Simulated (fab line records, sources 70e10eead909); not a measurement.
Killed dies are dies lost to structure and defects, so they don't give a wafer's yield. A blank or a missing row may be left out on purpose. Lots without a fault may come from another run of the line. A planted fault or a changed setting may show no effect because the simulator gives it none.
A struck lot beside a sound one | flow nand_harc | 15 steps out of a route of 1159
Sound: wafers L151.1, L151.5, L151.6. Struck: wafers L155.1, L155.2, L155.6. The cause comes at the end.
At each step with rows: each side's tool, then ch and its chambers, then its first start. Under that, the readings that differ: sound wafers | struck wafers | difference of the means | sigmas: that difference in standard deviations of wafers without a fault.
alike: readings whose means differ by less than 2 such deviations, and words and numbers that are the same on both sides. not compared: withheld readings, readings that some wafer has no value for, bounds like >300 that may hide the same value, and numbers for which the record gives no deviation and whose values overlap.
The two part at a step that has a row with sigmas, a row that says differs or no value, or rows on one side only. Numbers that don't overlap but have no deviation are shown without sigmas and don't part them. A reading that every wafer of one side lacks parts them only if that side has two wafers or more.

NHARC_A_ZERO_WELL_DESCUM_12: chemistry O2, time 3 s.
  sound on rie_diel-02 ch 0,1,3, day 8 11:26; struck on rie_diel-01 ch 1,2,3, day 11 01:28
  reading                | sound                | struck               | difference | sigmas
  throttle_valve_pct (%) | 11.303 11.300 11.300 | 11.319 11.326 11.317 | +0.020     | +2
  alike: drypump_motor_current_A, oes_product_au, rf_vpp_V, showerhead_plenum_p_Torr
  not compared: rf_hours_counter_h
NHARC_A_ZERO_WELL_ETCH_19: etches the open film in N2/H2, target depth 80 nm, overetch 24 nm, time 87.88 s.
  sound on rie_diel-02 ch 1,3, day 8 11:32; struck on rie_diel-01 ch 0,3, day 11 01:34
  reading               | sound             | struck            | difference | sigmas
  oes_product_au (a.u.) | 1.013 1.012 1.013 | 0.972 0.991 0.981 | -0.031     | -3
  alike: drypump_motor_current_A, rf_fwd_power_W, rf_vpp_V, showerhead_plenum_p_Torr, throttle_valve_pct
  not compared: rf_hours_counter_h
NHARC_A_ZERO_WELL_ETCH_13: etches the open film in HBr/Cl2, target depth 120 nm, time 40.1 s.
  sound on rie_si-06 ch 0,3, day 8 11:41; struck on rie_si-03 ch 1,2, day 11 01:41
  alike: drypump_motor_current_A, hbr_flow_sccm, mfc_cl2_sccm, oes_product_au, rf_fwd_power_W, throttle_valve_pct
  not compared: rf_hours_counter_h
then, 4 steps without rows for these wafers: NHARC_A_ZERO_WELL_STRIP_14 (strips in SPM, time 900 s); NHARC_A_ZERO_WELL_IMPLANT_15; NHARC_A_ZERO_WELL_PRECLEAN_22 (cleans in SC1, time 60 s); NHARC_A_ZERO_WELL_SRD_23.
NHARC_A_ZERO_WELL_RTA_16: time 10 s.
  sound on rtp_anneal-01 ch 0, day 8 12:34; struck on rtp_anneal-02 ch 0, day 11 02:54
  reading             | sound          | struck         | difference | sigmas
  lamp_zone_1_pct (%) | 29.6 29.6 29.6 | 28.1 28.2 28.1 | -1.5       | -2
  alike: lamp_power_pct, lamp_zone_3_pct, wafer_temp_C_max
NHARC_A_ZERO_WELL_INSPECT_17:
  sound on defect_inspect-01, day 8 12:46; struck on defect_inspect-01, day 11 03:06
  alike: raw_defect_count
then, 2 steps without rows for these wafers: NHARC_A_SOURCE_PLATE_PRECLEAN_00 (cleans in HF-LAST, time 60 s); NHARC_A_SOURCE_PLATE_SRD_01.
NHARC_A_SOURCE_PLATE_OXIDE_02: material SiO2, target thk 10 nm, ox time 1362 s.
  sound on furnace-03 ch 0, day 8 16:08; struck on furnace-04 ch 0, day 11 10:07
  alike: ox_temp_c, ox_time_s
NHARC_A_SOURCE_PLATE_THK_MEAS_09: measures by ellipsometry.
  sound on film_metro-02, day 8 20:09; struck on film_metro-01, day 11 14:30
  reading     | sound         | struck         | difference | sigmas
  thk_nm (nm) | 10.1 9.7 10.8 | 14.2 14.7 15.1 | +4.5       | +5
then, 1 step without rows for these wafers: NHARC_A_SOURCE_PLATE_PVD_04 (deposits WSi2, target thk 50 nm).
-- the record jumps here: 13 days lie between the struck wafers' starts before and after (it left off in module A_SOURCE_PLATE and takes up again in module END, whose first step shown is number 1159 of the route) --
NHARC_END_SORT_01:
  the record has rows for the struck wafers here (prober-02 ch 0, day 24 10:58) and none for the sound ones

WHERE THEY PART
First at NHARC_A_ZERO_WELL_DESCUM_12; last, within this record, at NHARC_END_SORT_01.

WHY: what the simulator had put in
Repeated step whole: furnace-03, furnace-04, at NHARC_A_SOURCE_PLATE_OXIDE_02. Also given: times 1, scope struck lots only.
